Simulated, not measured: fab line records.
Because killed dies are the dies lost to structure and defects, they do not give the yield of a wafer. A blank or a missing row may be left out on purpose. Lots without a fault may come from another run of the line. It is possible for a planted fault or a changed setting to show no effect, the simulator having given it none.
Which of the tools did it?    flow nandHarc    Sampling: 12 lots, 36 wafers, 4 of 1302 route steps

== WHAT EACH GAUGE READ, for each wafer ==
The record holds no reading of a measuring or inspecting step that can be judged against a usual standard deviation.

== WHAT TOOL EACH LOT RAN ON (gives the tool, then ch and the chambers of the sampled wafers, and finally the start) ==
lot   NHARC_A_CHANNEL_HOLE_D1_ETCH_16               NHARC_A_CHANNEL_HOLE_D1_ETCH_19  NHARC_A_CHANNEL_FILL_D1_ALD_16   NHARC_A_CHANNEL_FILL_D1_STRIP_28
L304  rieDiel-05 ch 1,2, day 8 10:01 or earlier     harEtch-02 ch 1, day 8 10:01     aldHk-02 ch 0,1,3, day 9 08:15   rieDiel-13 ch 0,3, day 9 21:28
L305  rieDiel-05 ch 1,2,3, day 9 09:16 or earlier   harEtch-02 ch 0,1, day 9 09:16   aldHk-02 ch 0,1,2, day 10 03:43  rieDiel-13 ch 1,2,3, day 10 16:28
L306  rieDiel-05 ch 1,2,3, day 9 13:25 or earlier   harEtch-02 ch 1, day 9 13:25     aldHk-01 ch 1,2, day 10 07:41    rieDiel-13 ch 1,2,3, day 10 19:49
L307  rieDiel-05 ch 1,2, day 9 16:53 or earlier     harEtch-01 ch 0, day 9 16:53     aldHk-01 ch 1,2,3, day 10 11:04  rieDiel-09 ch 0,2, day 11 00:25
L310  rieDiel-08 ch 0,1,3, day 11 03:17 or earlier  harEtch-01 ch 0,1, day 11 03:17  aldHk-01 ch 0,3, day 11 19:26    rieDiel-09 ch 0,2, day 12 08:09
L311  rieDiel-05 ch 2,3, day 11 20:38 or earlier    harEtch-01 ch 0,1, day 11 20:38  aldHk-02 ch 1,3, day 12 15:01    rieDiel-13 ch 1,2, day 13 03:02
L312  rieDiel-10 ch 0,2,3, day 12 10:23 or earlier  harEtch-01 ch 0,1, day 12 10:23  aldHk-02 ch 0,2, day 13 05:05    rieDiel-09 ch 0,1,3, day 13 21:31
L315  rieDiel-08 ch 0,1,2, day 13 10:58 or earlier  harEtch-02 ch 0,1, day 13 10:58  aldHk-02 ch 0,2,3, day 14 02:44  rieDiel-13 ch 1,3, day 14 17:11
L317  rieDiel-10 ch 0,1, day 13 18:00 or earlier    harEtch-01 ch 0,1, day 13 18:00  aldHk-02 ch 1,2, day 14 12:19    rieDiel-04 ch 0,2,3, day 15 02:26
L324  rieDiel-05 ch 0,1,3, day 16 20:38 or earlier  harEtch-01 ch 0,1, day 16 20:38  aldHk-02 ch 1,2, day 17 17:32    rieDiel-09 ch 1,2,3, day 18 06:10
L325  rieDiel-05 ch 0,2,3, day 17 10:22 or earlier  harEtch-02 ch 0,1, day 17 10:22  aldHk-02 ch 0,1,3, day 18 05:45  rieDiel-13 ch 1,2,3, day 18 19:32
L326  rieDiel-10 ch 0,1,2, day 18 02:05 or earlier  harEtch-01 ch 0,1, day 18 02:05  aldHk-02 ch 1,3, day 18 20:20    rieDiel-04 ch 0,1, day 19 08:28
- NHARC_A_CHANNEL_HOLE_D1_ETCH_16: etches the open film in O2/COS, target depth 3100 nm, time 806 s.
- NHARC_A_CHANNEL_HOLE_D1_ETCH_19: etches the open film in C4F8/O2/Ar, time 34.5 s.
- NHARC_A_CHANNEL_FILL_D1_ALD_16: deposits SiO2, target thk 1.5 nm, pulse time 10 s, ald cycles 15.
- NHARC_A_CHANNEL_FILL_D1_STRIP_28: strips in O2, time 20 s.

== AS READ BY THE TOOLS THEMSELVES (means over the sampled wafers that have a number; for cases with no such wafer, the mark the record gives instead) ==
NHARC_A_CHANNEL_HOLE_D1_ETCH_16. Usual: drypumpMotorCurrentA 5.5 A, standard deviation 0.53; oesProductAu 1.003 a.u., standard deviation 0.01; rfVppV 314.6 V, standard deviation 2.1; showerheadPlenumPTorr 3.16 Torr, standard deviation 0.13; throttleValvePct 28.330 %, standard deviation 0.0095.
lot   tool        drypumpMotorCurrentA (A)  oesProductAu (a.u.)  rfVppV (V)  showerheadPlenumPTorr (Torr)  throttleValvePct (%)  flag
L304  rieDiel-05  6.1                       1.015                315.9       3.30                          28.330                
L305  rieDiel-05  5.6                       1.017                316.3       3.25                          28.332                
L306  rieDiel-05  5.6                       1.011                316.3       3.25                          28.321                
L307  rieDiel-05  5.8                       1.022                316.5       3.27                          28.318                
L310  rieDiel-08  6.0                       0.998                314.2       3.16                          28.334                
L311  rieDiel-05  5.9                       1.007                316.8       3.28                          28.332                
L312  rieDiel-10  5.3                       1.007                312.7       3.04                          28.334                
L315  rieDiel-08  5.9                       1.003                316.1       3.25                          28.338                
L317  rieDiel-10  5.5                       0.994                312.2       3.03                          28.333                
L324  rieDiel-05  5.1                       1.001                314.4       3.15                          28.330                
L325  rieDiel-05  5.5                       0.992                315.7       3.18                          28.325                
L326  rieDiel-10  5.4                       1.000                312.8       3.04                          28.330                

NHARC_A_CHANNEL_HOLE_D1_ETCH_19. Usual: drypumpMotorCurrentA 5.7 A, standard deviation 0.43; showerheadPlenumPTorr 3.76 Torr, standard deviation 0.034; throttleValvePct 37.038 %, standard deviation 0.0096.
lot   tool        drypumpMotorCurrentA (A)  showerheadPlenumPTorr (Torr)  throttleValvePct (%)  flag
L304  harEtch-02  5.4                       3.82                          37.041                
L305  harEtch-02  5.8                       3.82                          37.042                
L306  harEtch-02  5.4                       3.81                          37.029                
L307  harEtch-01  5.4                       3.77                          37.032                
L310  harEtch-01  5.5                       3.75                          37.036                
L311  harEtch-01  5.6                       3.75                          37.036                
L312  harEtch-01  5.5                       3.75                          37.039                
L315  harEtch-02  6.1                       3.78                          37.042                
L317  harEtch-01  5.5                       3.73                          37.038                
L324  harEtch-01  5.6                       3.71                          37.038                
L325  harEtch-02  6.2                       3.75                          37.040                
L326  harEtch-01  5.6                       3.70                          37.038                

NHARC_A_CHANNEL_FILL_D1_ALD_16. Usual: heaterPowerW 468 W, standard deviation 44; precursorPulseHeightRel 1.002, standard deviation 0.019.
lot   tool      heaterPowerW (W)  precursorPulseHeightRel  flag
L304  aldHk-02  418               0.990                    
L305  aldHk-02  447               1.023                    
L306  aldHk-01  502               1.002                    
L307  aldHk-01  476               0.999                    
L310  aldHk-01  480               1.016                    
L311  aldHk-02  419               0.983                    
L312  aldHk-02  486               0.975                    
L315  aldHk-02  463               1.007                    
L317  aldHk-02  478               0.991                    
L324  aldHk-02  453               1.020                    
L325  aldHk-02  434               1.007                    
L326  aldHk-02  445               1.008                    

NHARC_A_CHANNEL_FILL_D1_STRIP_28. Usual: drypumpMotorCurrentA 5.9 A, standard deviation 0.33; oesProductAu 0.999 a.u., standard deviation 0.012; rfVppV 57.9 V, standard deviation 0.87; showerheadPlenumPTorr 3.60 Torr, standard deviation 0.1; throttleValvePct 17.037 %, standard deviation 0.0084.
lot   tool        drypumpMotorCurrentA (A)  oesProductAu (a.u.)  rfVppV (V)  showerheadPlenumPTorr (Torr)  throttleValvePct (%)  flag
L304  rieDiel-13  5.8                       0.986                58.3        3.58                          17.032                
L305  rieDiel-13  5.9                       0.994                57.8        3.58                          17.037                
L306  rieDiel-13  6.0                       0.990                57.2        3.58                          17.033                
L307  rieDiel-09  6.3                       0.996                58.6        3.58                          17.032                
L310  rieDiel-09  6.3                       0.995                58.5        3.64                          17.039                
L311  rieDiel-13  6.1                       0.987                57.4        3.63                          17.039                
L312  rieDiel-09  5.8                       1.001                57.8        3.59                          17.038                
L315  rieDiel-13  5.7                       0.990                57.6        3.52                          17.038                
L317  rieDiel-04  5.8                       1.003                58.5        3.61                          17.033                
L324  rieDiel-09  5.8                       1.012                58.3        3.64                          17.038                
L325  rieDiel-13  5.9                       1.007                57.2        3.57                          17.027                
L326  rieDiel-04  5.8                       1.003                57.7        3.67                          17.033                

== THE ANSWER, worked out from the rows above alone ==
Rule: lot off if the mean of its wafers having a number is beyond 3 standard deviations from the usual mean. Also off: a lot with no number at a reading for which 4 or more lots have one. All remaining lots with rows at the step are treated as sound. The gauges are gone through in route order, then the tools' own readings, and for those a lot's mean is taken as printed above. The first step at which some lot is off is used, and at that step the reading that is off furthest; a lot without a number counts as furthest.
Across all readings shown, no lot is off: no conclusion can be drawn from this.

== WHAT HAD BEEN PUT IN BY THE SIMULATOR ==
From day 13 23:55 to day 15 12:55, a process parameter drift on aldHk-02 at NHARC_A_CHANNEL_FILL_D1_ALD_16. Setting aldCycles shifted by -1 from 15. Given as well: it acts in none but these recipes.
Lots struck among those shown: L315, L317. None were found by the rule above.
